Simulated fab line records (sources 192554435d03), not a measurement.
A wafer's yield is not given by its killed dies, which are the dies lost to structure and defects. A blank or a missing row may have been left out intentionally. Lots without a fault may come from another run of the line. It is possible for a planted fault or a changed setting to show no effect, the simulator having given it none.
Split-lot study || flow n5Finfet || route with 1938 steps; 7 lots, 21 wafers read

## THE SPLIT ITSELF
At N5_BEOL_M6_COAT_60 (time 60 s, resist thk 35 nm), the setting spinRpm was moved away from the recipe's 1500 rpm on 6 of the 21 wafers read, by -3.3% to +7.8%. The other wafers ran this setting at the recipe's value.

## FROM THE SPLIT TO THE READING: what the file shows between them, 4 steps
- N5_BEOL_M6_COAT_05: resist thk 90 nm
- N5_BEOL_M6_EBR_07
- N5_BEOL_M6_DESCUM_16: chemistry O2, time 7.9 s
- N5_BEOL_M6_ETCH_61: etches SiARC in CF4, target depth 45.5 nm, time 75.8 s

## THE READING
SiARC_of_BEOL_M6_COAT_60.thkNm (the simulator's own value, which no gauge read), in nm, at N5_BEOL_M6_ETCH_62 (etches SOC in N2/H2, target depth 110 nm, overetch 22 nm, time 165 s). The file gives no usual value for it. Here, 15 wafers ran the recipe; their average is 28.3 nm with a standard deviation of 0.2 nm.

{"wafer": "L074.1", "tool, chamber at the split": "lithoTrack-05, 0", "spinRpm as run, rpm": 1500, "against the recipe": "recipe", "SiARC_of_BEOL_M6_COAT_60.thkNm, nm": 28.2, "against lot-mates on the recipe": "-"}
{"wafer": "L074.2", "tool, chamber at the split": "lithoTrack-05, 0", "spinRpm as run, rpm": 1500, "against the recipe": "recipe", "SiARC_of_BEOL_M6_COAT_60.thkNm, nm": 28.4, "against lot-mates on the recipe": "-"}
{"wafer": "L074.5", "tool, chamber at the split": "lithoTrack-05, 0", "spinRpm as run, rpm": 1500, "against the recipe": "recipe", "SiARC_of_BEOL_M6_COAT_60.thkNm, nm": 28.6, "against lot-mates on the recipe": "-"}
{"wafer": "L077.4", "tool, chamber at the split": "lithoTrack-01, 0", "spinRpm as run, rpm": 1500, "against the recipe": "recipe", "SiARC_of_BEOL_M6_COAT_60.thkNm, nm": 28, "against lot-mates on the recipe": "-"}
{"wafer": "L077.5", "tool, chamber at the split": "lithoTrack-01, 0", "spinRpm as run, rpm": 1591, "against the recipe": "+6.1%", "SiARC_of_BEOL_M6_COAT_60.thkNm, nm": 27.4, "against lot-mates on the recipe": -0.7}
{"wafer": "L077.6", "tool, chamber at the split": "lithoTrack-01, 0", "spinRpm as run, rpm": 1500, "against the recipe": "recipe", "SiARC_of_BEOL_M6_COAT_60.thkNm, nm": 28.2, "against lot-mates on the recipe": "-"}
{"wafer": "L076.3", "tool, chamber at the split": "lithoTrack-02, 0", "spinRpm as run, rpm": 1604, "against the recipe": "+6.9%", "SiARC_of_BEOL_M6_COAT_60.thkNm, nm": 27, "against lot-mates on the recipe": -1.2}
{"wafer": "L076.4", "tool, chamber at the split": "lithoTrack-02, 0", "spinRpm as run, rpm": 1604, "against the recipe": "+6.9%", "SiARC_of_BEOL_M6_COAT_60.thkNm, nm": 27.2, "against lot-mates on the recipe": -1.0}
{"wafer": "L076.6", "tool, chamber at the split": "lithoTrack-02, 0", "spinRpm as run, rpm": 1500, "against the recipe": "recipe", "SiARC_of_BEOL_M6_COAT_60.thkNm, nm": 28.2, "against lot-mates on the recipe": "-"}
{"wafer": "L078.2", "tool, chamber at the split": "lithoTrack-02, 0", "spinRpm as run, rpm": 1500, "against the recipe": "recipe", "SiARC_of_BEOL_M6_COAT_60.thkNm, nm": 28.2, "against lot-mates on the recipe": "-"}
{"wafer": "L078.3", "tool, chamber at the split": "lithoTrack-02, 0", "spinRpm as run, rpm": 1500, "against the recipe": "recipe", "SiARC_of_BEOL_M6_COAT_60.thkNm, nm": 28.4, "against lot-mates on the recipe": "-"}
{"wafer": "L078.6", "tool, chamber at the split": "lithoTrack-02, 0", "spinRpm as run, rpm": 1500, "against the recipe": "recipe", "SiARC_of_BEOL_M6_COAT_60.thkNm, nm": 28.4, "against lot-mates on the recipe": "-"}
{"wafer": "L086.1", "tool, chamber at the split": "lithoTrack-02, 0", "spinRpm as run, rpm": 1500, "against the recipe": "recipe", "SiARC_of_BEOL_M6_COAT_60.thkNm, nm": 28.4, "against lot-mates on the recipe": "-"}
{"wafer": "L086.2", "tool, chamber at the split": "lithoTrack-02, 0", "spinRpm as run, rpm": 1617, "against the recipe": "+7.8%", "SiARC_of_BEOL_M6_COAT_60.thkNm, nm": 27, "against lot-mates on the recipe": -1.2}
{"wafer": "L086.3", "tool, chamber at the split": "lithoTrack-02, 0", "spinRpm as run, rpm": 1500, "against the recipe": "recipe", "SiARC_of_BEOL_M6_COAT_60.thkNm, nm": 28, "against lot-mates on the recipe": "-"}
{"wafer": "L087.2", "tool, chamber at the split": "lithoTrack-05, 0", "spinRpm as run, rpm": 1450, "against the recipe": "-3.3%", "SiARC_of_BEOL_M6_COAT_60.thkNm, nm": 28.8, "against lot-mates on the recipe": "+0.8"}
{"wafer": "L087.5", "tool, chamber at the split": "lithoTrack-05, 0", "spinRpm as run, rpm": 1450, "against the recipe": "-3.3%", "SiARC_of_BEOL_M6_COAT_60.thkNm, nm": 28.8, "against lot-mates on the recipe": "+0.8"}
{"wafer": "L087.6", "tool, chamber at the split": "lithoTrack-05, 0", "spinRpm as run, rpm": 1500, "against the recipe": "recipe", "SiARC_of_BEOL_M6_COAT_60.thkNm, nm": 28, "against lot-mates on the recipe": "-"}
{"wafer": "L091.2", "tool, chamber at the split": "lithoTrack-02, 0", "spinRpm as run, rpm": 1500, "against the recipe": "recipe", "SiARC_of_BEOL_M6_COAT_60.thkNm, nm": 28.4, "against lot-mates on the recipe": "-"}
{"wafer": "L091.3", "tool, chamber at the split": "lithoTrack-02, 0", "spinRpm as run, rpm": 1500, "against the recipe": "recipe", "SiARC_of_BEOL_M6_COAT_60.thkNm, nm": 28.6, "against lot-mates on the recipe": "-"}
{"wafer": "L091.4", "tool, chamber at the split": "lithoTrack-02, 0", "spinRpm as run, rpm": 1500, "against the recipe": "recipe", "SiARC_of_BEOL_M6_COAT_60.thkNm, nm": 28.6, "against lot-mates on the recipe": "-"}

THE FIT
A straight line over all 21 wafers: SiARC_of_BEOL_M6_COAT_60.thkNm changes by -0.165 nm for each +1% of spinRpm; r = -0.94; the points scatter about the line by 0.19 nm.
The same after taking each lot's own level away (the mean of its wafers on the recipe; 21 wafers): -0.163 nm for each +1%; r = -0.96; scatter 0.15 nm.
On that fit, the largest move of spinRpm shifts the reading by 1.3 nm.
From 28.00 to 28.53 nm: that is the span of the lots' own levels, equal to 2.6 times the standard deviation above.
The two slopes are in agreement: the lot-to-lot level therefore moves the slope only a little.
Check: -1.23 nm against its lot-mates is what the line predicts for one of the wafers moved furthest among these (+7.8%) when that wafer is left out of the fit. It came out at -1.2 nm against them.

## OTHER SPLITS ON THESE WAFERS
Other splits were also applied to these wafers ahead of the reading. Each is held against what the fit with the lots' levels taken away leaves over:
{"other split on the same wafers": "N5_BEOL_M3_TRENCH_ETCH_37 timeS", "wafers away from the commonest value": 7, "r with SiARC_of_BEOL_M6_COAT_60.thkNm (lot level and that fit taken away)": "+0.18"}
{"other split on the same wafers": "N5_BEOL_M4_TRENCH_ETCH_37 biasW", "wafers away from the commonest value": 9, "r with SiARC_of_BEOL_M6_COAT_60.thkNm (lot level and that fit taken away)": -0.13}
{"other split on the same wafers": "N5_BEOL_M5_COAT_71 spinRpm", "wafers away from the commonest value": 4, "r with SiARC_of_BEOL_M6_COAT_60.thkNm (lot level and that fit taken away)": "+0.22"}
{"other split on the same wafers": "N5_BEOL_M5_ETCH_72 biasW", "wafers away from the commonest value": 4, "r with SiARC_of_BEOL_M6_COAT_60.thkNm (lot level and that fit taken away)": -0.16}

## THE WHOLE CHAIN: every reading that the file lists as answering this split, in the file's order
{"step": "N5_BEOL_M6_COAT_60", "what it does": "time 60 s, resist thk 35 nm", "reading": "SiARC_of_BEOL_M6_COAT_60.thkNm (the simulator's own value, which no gauge read)", "change (the file's fit)": "-0.142 nm for each +1% of the setting", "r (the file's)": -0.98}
{"step": "N5_BEOL_M6_ETCH_61", "what it does": "etches SiARC in CF4, target depth 45.5 nm, time 75.8 s", "reading": "etch.depthNm (the simulator's own value, which no gauge read)", "change (the file's fit)": "-0.152 nm for each +1% of the setting", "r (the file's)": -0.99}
{"step": "N5_BEOL_M6_ETCH_61", "what it does": "etches SiARC in CF4, target depth 45.5 nm, time 75.8 s", "reading": "CAR-ArF_of_BEOL_M6_COAT_05.thkNm (the simulator's own value, which no gauge read)", "change (the file's fit)": "+0.112 nm for each +1% of the setting", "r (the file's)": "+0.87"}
{"step": "N5_BEOL_M6_ETCH_62", "what it does": "etches SOC in N2/H2, target depth 110 nm, overetch 22 nm, time 165 s", "reading": "SiARC_of_BEOL_M6_COAT_60.thkNm (the simulator's own value, which no gauge read)", "change (the file's fit)": "-0.152 nm for each +1% of the setting", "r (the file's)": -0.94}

## THE FILE'S OWN FIT
SiARC_of_BEOL_M6_COAT_60.thkNm changes by -0.152 nm for each +1% of spinRpm, r = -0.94.
